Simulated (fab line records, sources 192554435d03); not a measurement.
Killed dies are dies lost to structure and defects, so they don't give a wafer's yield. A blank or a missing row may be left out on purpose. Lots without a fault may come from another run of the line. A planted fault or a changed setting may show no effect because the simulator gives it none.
fab line records | flow n5_finfet
record lots=7 wafers=21
route steps=1938 shown BEOL_M13@1659 BEOL_M14@1716
start_h: hours from the record's first day to the start of the lot's first wafer shown | wait_h: hours since the lot's step before | " the same as in the row above | L1.1+2: a row that stands for several wafers | - no value, or no start given | * or withheld: withheld | < > ~ a bound
route shown NAME@n: a module of which the file shows steps, and the number in the route of the first | usual: mean/standard deviation of fault-free wafers | same: alike in all rows | chamber/n: place in a boat | sites: the reading at each site | _std_site: their standard deviation | _edge_site: outer sites' mean less inner sites' | radius_mm: how far each site lies from the wafer's centre | mask NAME#n: copy n | behind: the tool/chamber that last shaped the wafer | hold: why the lot was held/for how many hours/how that ended | device: the transistor (n, p or np) that didn't switch | end of line: the same wafers' tests at the end of the route | a step without rows: its recipe alone | killed: dies lost to structure and defects at the first sort, not the wafer's yield | map: a wafer's dies, x killed, . not, _ none there
set.NAME: the setting as run; set.NAME@STEP: as run at that earlier step | model.NAME: the simulator's own value behind a step, which no gauge read
lots whose settings were changed on purpose; a table a step, a row a wafer
## steps
# step N5_BEOL_M13_ILD_DEP_00
# recipe material=SiOC target_thk_a=8379.2 temp_c=350 precursor=DEMS/O2 pressure_torr=5 rf_w=500 time_s=166.4
# columns lot.wafer tool chamber start_h wait_h set.time_s model.SiOC_of_BEOL_M13_ILD_DEP_00.thk_nm
L076.2 pecvd-03 2 251.00 0.0 166.4 819.4
L076.3 " 1 " " 166.4 838.2
L076.5 " 1 " " 166.4 846.2
L074.2 pecvd-01 2 253.42 0.0 166.4 846.4
L074.5 " 1 " " 166.4 852.4
L074.6 " 0 " " 166.4 843.6
L082.1 pecvd-04 0 289.89 0.0 149.5 747.2
L082.3 " 2 " " 149.5 759.6
L082.6 " 0 " " 149.5 753.4
L083.1 pecvd-03 1 301.62 0.0 166.4 827.6
L083.2 " 0 " " 166.4 827
L083.6 " 1 " " 166.4 846.6
L085.2 pecvd-03 0 303.71 0.0 166.4 822.8
L085.3 " 2 " " 166.4 818.4
L085.6 " 1 " " 187.3 937.8
L084.1 pecvd-03 1 310.70 0.0 159 777.4
L084.5 " 1 " " 166.4 840.4
L084.6 " 0 " " 159 812.6
L086.1 pecvd-03 2 323.37 0.0 178.3 882
L086.2 " 0 " " 178.3 887
L086.3 " 1 " " 166.4 817.4
# step N5_BEOL_M13_THK_MEAS_01
# recipe reads=SiOC_of_BEOL_M13_ILD_DEP_00
# usual M13_ILD_THK=839/12
# columns lot.wafer tool chamber start_h wait_h set.time_s@BEOL_M13_ILD_DEP_00 M13_ILD_THK[nm]
L076.2 film_metro-02 - 251.15 0.1 166.4 819
L076.3 " - " " 166.4 838
L076.5 " - " " 166.4 845
L074.2 film_metro-01 - 253.57 0.1 166.4 847
L074.5 " - " " 166.4 853
L074.6 " - " " 166.4 844
L082.1 film_metro-01 - 290.10 0.2 149.5 747
L082.3 " - " " 149.5 760
L082.6 " - " " 149.5 753
L083.1 film_metro-01 - 301.77 0.1 166.4 828
L083.2 " - " " 166.4 826
L083.6 " - " " 166.4 847
L085.2 film_metro-02 - 303.86 0.1 166.4 823
L085.3 " - " " 166.4 818
L085.6 " - " " 187.3 938
L084.1 film_metro-01 - 310.85 0.1 159 777
L084.5 " - " " 166.4 840
L084.6 " - " " 159 812
L086.1 film_metro-02 - 323.52 0.1 178.3 882
L086.2 " - " " 178.3 887
L086.3 " - " " 166.4 818
# step N5_BEOL_M13_COAT_58
# recipe resist=BARC temp_c=205 time_s=60 spin_rpm=1500 resist_thk_nm=89
# step N5_BEOL_M13_COAT_04
# recipe spin_rpm=1625 resist_thk_nm=400
# step N5_BEOL_M13_DESCUM_15
# recipe chemistry=O2 time_s=7.9 source_power_w=50 bias_power_w=20 pressure_mtorr=20 rf_frequency_hz=2.712e+07 temp_c=40 o2_flow_sccm=225
# step N5_BEOL_M13_ETCH_59
# recipe chemistry=N2/H2 target=BARC target_depth_a=890 overetch_a=267 time_s=67.9 ion_energy_ev=200 pressure_mtorr=30 source_w=840 bias_w=150 n2_flow_sccm=200 h2_flow_sccm=200
# step N5_BEOL_M13_VIA_ETCH_16
# recipe chemistry=C4F8/O2/Ar target=SiOC pressure_mtorr=30 source_w=3000 bias_w=700 Ar_flow_sccm=400 C4F8_flow_sccm=15 O2_flow_sccm=8 he_inner_torr=15 he_outer_torr=30 target_depth_a=9217 time_s=withheld ion_energy_ev=250 ends=cleared
# columns lot.wafer tool chamber start_h wait_h set.time_s@BEOL_M13_ILD_DEP_00 model.etch.depth_nm model.coat_of_BEOL_M13_COAT_04.thk_nm
L076.2 rie_diel-05 1 251.77 0.0 * 819.4 75
L076.3 " 3 " " * 838.3 70.6
L076.5 " 3 " " * 846.2 67.4
L074.2 rie_diel-05 2 254.17 0.0 * 846.4 64.2
L074.5 " 2 " " * 852.5 62.8
L074.6 " 1 " " * 843.6 68
L082.1 rie_diel-06 1 290.61 0.0 * 747.2 95.8
L082.3 " 3 " " * 759.6 93.4
L082.6 " 1 " " * 753.4 93.4
L083.1 rie_diel-06 2 302.38 0.0 * 827.7 73.4
L083.2 " 0 " " * 827 73.6
L083.6 " 0 " " * 846.6 68
L085.2 rie_diel-03 1 304.46 0.0 * 822.7 75.4
L085.3 " 2 " " * 818.4 76.6
L085.6 " 1 " " * 937.7 40.4
L084.1 rie_diel-03 2 311.45 0.0 * 777.3 88.2
L084.5 " 3 " " * 840.3 67.8
L084.6 " 0 " " * 812.5 80.8
L086.1 rie_diel-03 2 324.12 0.0 * 881.9 56.8
L086.2 " 0 " " * 887 57.8
L086.3 " 3 " " * 817.3 74.6
# step N5_BEOL_M13_STRIP_63
# recipe chemistry=N2/H2 power_w=1000 temp_c=250 h2_frac=0.65 overash_fraction=0.3 pressure_mtorr=1000 n2_flow_sccm=1750 h2_flow_sccm=3250
# usual strip_time_to_endpoint_s=27.5/1.2
# columns lot.wafer tool chamber start_h wait_h set.time_s@BEOL_M13_ILD_DEP_00 strip_time_to_endpoint_s
L076.2 plasma_asher-01 0 252.00 - 166.4 29.1
L076.3 " 0 " " 166.4 27.8
L076.5 " 0 " " 166.4 26.9
L074.2 plasma_asher-01 1 254.41 - 166.4 25.9
L074.5 " 1 " " 166.4 25.5
L074.6 " 0 " " 166.4 27.1
L082.1 plasma_asher-01 1 290.85 - 149.5 35.0
L082.3 " 0 " " 149.5 34.4
L082.6 " 0 " " 149.5 34.4
L083.1 plasma_asher-02 0 302.61 - 166.4 28.6
L083.2 " 1 " " 166.4 28.7
L083.6 " 0 " " 166.4 27.1
L085.2 plasma_asher-01 0 304.70 - 166.4 29.2
L085.3 " 0 " " 166.4 29.6
L085.6 " 0 " " 187.3 18.5
L084.1 plasma_asher-01 0 311.69 - 159 32.9
L084.5 " 0 " " 166.4 27.0
L084.6 " 1 " " 159 30.8
L086.1 plasma_asher-02 0 324.36 - 178.3 23.7
L086.2 " 1 " " 178.3 24.0
L086.3 " 0 " " 166.4 29.0
# step N5_BEOL_M13_STRIP_64
# recipe chemistry=N2/H2 power_w=1000 temp_c=250 h2_frac=0.65 overash_fraction=0.3 pressure_mtorr=withheld n2_flow_sccm=1750 h2_flow_sccm=3250
# step N5_BEOL_M13_STRIP_71
# recipe chemistry=post_etch_residue_remover time_s=60 temp_c=25 remover_ph=withheld remover_water_wt_pct=withheld remover_fluoride_wt_pct=withheld
# step N5_BEOL_M13_STRIP_37
# recipe chemistry=N2/H2 power_w=1000 temp_c=250 h2_frac=0.65 overash_fraction=0.3 pressure_mtorr=withheld n2_flow_sccm=1750 h2_flow_sccm=3250
# step N5_BEOL_M13_ETCH_38
# recipe chemistry=CF4/N2 target=SiCN target_depth_a=675 taper_deg=2 time_s=71.9 ion_energy_ev=150 mask_material=SiO2 pressure_mtorr=40 source_w=430 bias_w=70 Ar_flow_sccm=100 cf4_flow_sccm=60 n2_flow_sccm=60
# columns lot.wafer tool chamber start_h wait_h set.time_s@BEOL_M13_ILD_DEP_00 model.SiOC_of_BEOL_M13_ILD_DEP_00.thk_nm
L076.2 rie_diel-05 0 255.59 - 166.4 771.8
L076.3 " 1 " " 166.4 789.6
L076.5 " 3 " " 166.4 798.4
L074.2 rie_diel-03 0 258.40 - 166.4 800
L074.5 " 1 " " 166.4 804.8
L074.6 " 0 " " 166.4 797.2
L082.1 rie_diel-05 1 292.60 - 149.5 698.6
L082.3 " 3 " " 149.5 711.6
L082.6 " 1 " " 149.5 705
L083.1 rie_diel-06 3 305.88 - 166.4 779
L083.2 " 0 " " 166.4 777
L083.6 " 0 " " 166.4 796.8
L085.2 rie_diel-03 0 309.54 - 166.4 776.4
L085.3 " 3 " " 166.4 768.2
L085.6 " 3 " " 187.3 888
L084.1 rie_diel-03 0 314.71 - 159 730.6
L084.5 " 3 " " 166.4 790.4
L084.6 " 2 " " 159 764.4
L086.1 rie_diel-03 1 326.33 - 178.3 834
L086.2 " 3 " " 178.3 837.4
L086.3 " 0 " " 166.4 770.8
# step N5_BEOL_M13_DEP_53
# recipe material=SiCN target_thk_a=500 temp_c=withheld precursor=3MS/NH3 pressure_torr=3 rf_w=675 time_s=17.8
# columns lot.wafer tool chamber start_h wait_h set.time_s model.SiCN_of_BEOL_M13_DEP_53.thk_nm
L076.2 pecvd-03 2 257.14 0.0 17.8 49.4
L076.3 " 0 " " 18.86 52.8
L076.5 " 1 " " 18.86 53.4
L074.2 pecvd-04 1 260.12 0.0 17.8 49.2
L074.5 " 1 " " 17.8 50.6
L074.6 " 0 " " 17.8 50.4
L082.1 pecvd-01 2 294.16 0.0 17.8 48.8
L082.3 " 0 " " 17.8 49
L082.6 " 0 " " 17.8 50
L083.1 pecvd-04 0 307.55 0.0 17.8 50.6
L083.2 " 1 " " 17.8 50.2
L083.6 " 2 " " 17.8 50
L085.2 pecvd-03 1 311.31 0.0 17.8 49.6
L085.3 " 0 " " 16.35 45.4
L085.6 " 0 " " 17.8 50
L084.1 pecvd-01 2 316.18 0.0 18.73 52.8
L084.5 " 2 " " 17.8 50
L084.6 " 1 " " 18.73 53.2
L086.1 pecvd-01 2 328.18 0.0 17.8 49.2
L086.2 " 0 " " 15.68 44
L086.3 " 1 " " 15.68 43.6
# step N5_BEOL_M14_ILD_DEP_00
# recipe material=SiO2 target_thk_a=11193 temp_c=400 precursor=TEOS/O2 pressure_torr=6.5 rf_w=900 teos_flow_sccm=161.4 gas=O2 flow_sccm=2650 time_s=237.4
# columns lot.wafer tool chamber start_h wait_h set.temp_c model.SiO2_of_BEOL_M14_ILD_DEP_00.thk_nm
L076.2 pecvd-01 0 257.27 0.0 400 1116
L076.3 " 2 " " 394.7 1170
L076.5 " 1 " " 400 1124
L074.2 pecvd-03 0 260.25 0.0 400 1108
L074.5 " 1 " " 400 1103
L074.6 " 2 " " 400 1126
L082.1 pecvd-02 2 294.29 0.0 404 1105
L082.3 " 0 " " 400 1134
L082.6 " 2 " " 404 1115
L083.1 pecvd-01 1 307.68 0.0 400 1117
L083.2 " 2 " " 400 1142
L083.6 " 0 " " 400 1135
L085.2 pecvd-02 2 311.44 0.0 406.2 1078
L085.3 " 1 " " 406.2 1072
L085.6 " 0 " " 400 1160
L084.1 pecvd-02 0 316.31 0.0 405.5 1076
L084.5 " 1 " " 400 1127
L084.6 " 0 " " 400 1130
L086.1 pecvd-02 0 328.31 0.0 400 1130
L086.2 " 2 " " 405.5 1071
L086.3 " 1 " " 400 1132
# step N5_BEOL_M14_THK_MEAS_01
# recipe reads=SiO2_of_BEOL_M14_ILD_DEP_00
# usual M14_ILD_THK=1123/18
# columns lot.wafer tool chamber start_h wait_h set.temp_c@BEOL_M14_ILD_DEP_00 M14_ILD_THK[nm]
L076.2 film_metro-02 - 257.46 0.1 400 1116
L076.3 " - " " 394.7 1169
L076.5 " - " " 400 1123
L074.2 film_metro-02 - 260.44 0.1 400 1109
L074.5 " - " " 400 1103
L074.6 " - " " 400 1126
L082.1 film_metro-02 - 294.48 0.1 404 1105
L082.3 " - " " 400 1134
L082.6 " - " " 404 1115
L083.1 film_metro-02 - 307.87 0.1 400 1117
L083.2 " - " " 400 1142
L083.6 " - " " 400 1135
L085.2 film_metro-02 - 311.63 0.1 406.2 1078
L085.3 " - " " 406.2 1071
L085.6 " - " " 400 1161
L084.1 film_metro-01 - 316.49 0.1 405.5 1075
L084.5 " - " " 400 1126
L084.6 " - " " 400 1131
L086.1 film_metro-01 - 328.50 0.1 400 1130
L086.2 " - " " 405.5 1071
L086.3 " - " " 400 1132
# step N5_BEOL_M14_COAT_58
# recipe resist=BARC temp_c=205 time_s=60 spin_rpm=1500 resist_thk_nm=89
# step N5_BEOL_M14_COAT_04
# recipe spin_rpm=1704 resist_thk_nm=800
# step N5_BEOL_M14_DESCUM_15
# recipe chemistry=O2 time_s=7.9 source_power_w=50 bias_power_w=20 pressure_mtorr=20 rf_frequency_hz=2.712e+07 temp_c=40 o2_flow_sccm=225
# step N5_BEOL_M14_ETCH_59
# recipe chemistry=N2/H2 target=BARC target_depth_a=890 overetch_a=267 time_s=67.9 ion_energy_ev=200 pressure_mtorr=30 source_w=840 bias_w=150 n2_flow_sccm=200 h2_flow_sccm=200
# step N5_BEOL_M14_VIA_ETCH_16
# recipe chemistry=C4F8/O2/Ar target=SiO2 he_inner_torr=15 he_outer_torr=30 target_depth_a=12313 time_s=withheld ion_energy_ev=800 pressure_mtorr=20 source_w=1905 bias_w=2040 Ar_flow_sccm=400 C4F8_flow_sccm=16 O2_flow_sccm=12 ends=cleared
# columns lot.wafer tool chamber start_h wait_h set.temp_c@BEOL_M14_ILD_DEP_00 model.etch.depth_nm
L076.2 rie_diel-04 0 257.94 0.0 400 1116
L076.3 " 3 " " 394.7 1170
L076.5 " 0 " " 400 1124
L074.2 rie_diel-01 2 261.05 0.0 400 1108
L074.5 " 3 " " 400 1103
L074.6 " 0 " " 400 1126
L082.1 rie_diel-02 0 294.96 0.0 404 1105
L082.3 " 3 " " 400 1134
L082.6 " 2 " " 404 1115
L083.1 rie_diel-01 1 308.51 0.0 400 1117
L083.2 " 0 " " 400 1142
L083.6 " 2 " " 400 1135
L085.2 rie_diel-01 1 312.11 0.0 406.2 1078
L085.3 " 3 " " 406.2 1072
L085.6 " 2 " " 400 1160
L084.1 rie_diel-04 2 316.98 0.0 405.5 1076
L084.5 " 2 " " 400 1127
L084.6 " 3 " " 400 1130
L086.1 rie_diel-04 3 328.99 0.0 400 1130
L086.2 " 2 " " 405.5 1071
L086.3 " 1 " " 400 1132
# step N5_BEOL_M14_STRIP_63
# recipe chemistry=O2 power_w=600 temp_c=60 pressure_mtorr=30 rf_frequency_hz=6e+07 bias_power_w=0 overash_fraction=0.3 o2_flow_sccm=225
# step N5_BEOL_M14_STRIP_64
# recipe chemistry=O2 power_w=600 temp_c=60 pressure_mtorr=30 rf_frequency_hz=6e+07 bias_power_w=0 overash_fraction=0.3 o2_flow_sccm=225
# step N5_BEOL_M14_STRIP_37
# recipe chemistry=O2 power_w=600 temp_c=60 pressure_mtorr=30 rf_frequency_hz=6e+07 bias_power_w=0 overash_fraction=0.3 o2_flow_sccm=225
# step N5_BEOL_M14_ETCH_38
# recipe chemistry=CF4/N2 target=SiCN target_depth_a=1065 taper_deg=2 time_s=120.6 ion_energy_ev=150 mask_material=SiO2 pressure_mtorr=40 source_w=430 bias_w=70 Ar_flow_sccm=100 cf4_flow_sccm=60 n2_flow_sccm=60
# columns lot.wafer tool chamber start_h wait_h set.temp_c@BEOL_M14_ILD_DEP_00 model.SiO2_of_BEOL_M14_ILD_DEP_00.thk_nm
L076.2 rie_diel-02 3 - - 400 1050
L076.3 " 0 " " 394.7 1106
L076.5 " 3 " " 400 1058
L074.2 rie_diel-04 3 - - 400 1042
L074.5 " 0 " " 400 1039
L074.6 " 1 " " 400 1062
L082.1 rie_diel-01 2 - - 404 1041
L082.3 " 3 " " 400 1071
L082.6 " 1 " " 404 1052
L083.1 rie_diel-01 3 - - 400 1055
L083.2 " 0 " " 400 1079
L083.6 " 1 " " 400 1071
L085.2 rie_diel-04 3 - - 406.2 1013
L085.3 " 2 " " 406.2 1005
L085.6 " 2 " " 400 1093
L084.1 rie_diel-02 0 - - 405.5 1014
L084.5 " 2 " " 400 1061
L084.6 " 3 " " 400 1065
L086.1 rie_diel-02 2 - - 400 1063
L086.2 " 0 " " 405.5 1008
L086.3 " 3 " " 400 1066
## key
split step=N5_BEOL_M13_ILD_DEP_00 setting=time_s stated=166.4 by=wafer
response step=N5_BEOL_M13_ILD_DEP_00 reading=model.SiOC_of_BEOL_M13_ILD_DEP_00.thk_nm change=+9.42 per=1% r=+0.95
response step=N5_BEOL_M13_THK_MEAS_01 reading=M13_ILD_THK change=+9.42 per=1% r=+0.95
response step=N5_BEOL_M13_VIA_ETCH_16 reading=model.etch.depth_nm change=+9.42 per=1% r=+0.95
response step=N5_BEOL_M13_VIA_ETCH_16 reading=model.coat_of_BEOL_M13_COAT_04.thk_nm change=-2.82 per=1% r=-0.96
response step=N5_BEOL_M13_STRIP_63 reading=strip_time_to_endpoint_s change=* per=1% r=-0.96
response step=N5_BEOL_M13_ETCH_38 reading=model.SiOC_of_BEOL_M13_ILD_DEP_00.thk_nm change=+9.22 per=1% r=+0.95
split step=N5_BEOL_M13_DEP_53 setting=time_s stated=17.8 by=wafer
response step=N5_BEOL_M13_DEP_53 reading=model.SiCN_of_BEOL_M13_DEP_53.thk_nm change=+0.509 per=1% r=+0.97
split step=N5_BEOL_M14_ILD_DEP_00 setting=temp_c stated=400 by=wafer
response step=N5_BEOL_M14_ILD_DEP_00 reading=model.SiO2_of_BEOL_M14_ILD_DEP_00.thk_nm change=-42.1 per=1% r=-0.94
response step=N5_BEOL_M14_THK_MEAS_01 reading=M14_ILD_THK change=-42.3 per=1% r=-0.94
response step=N5_BEOL_M14_VIA_ETCH_16 reading=model.etch.depth_nm change=-42 per=1% r=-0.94
response step=N5_BEOL_M14_ETCH_38 reading=model.SiO2_of_BEOL_M14_ILD_DEP_00.thk_nm change=-41.2 per=1% r=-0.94
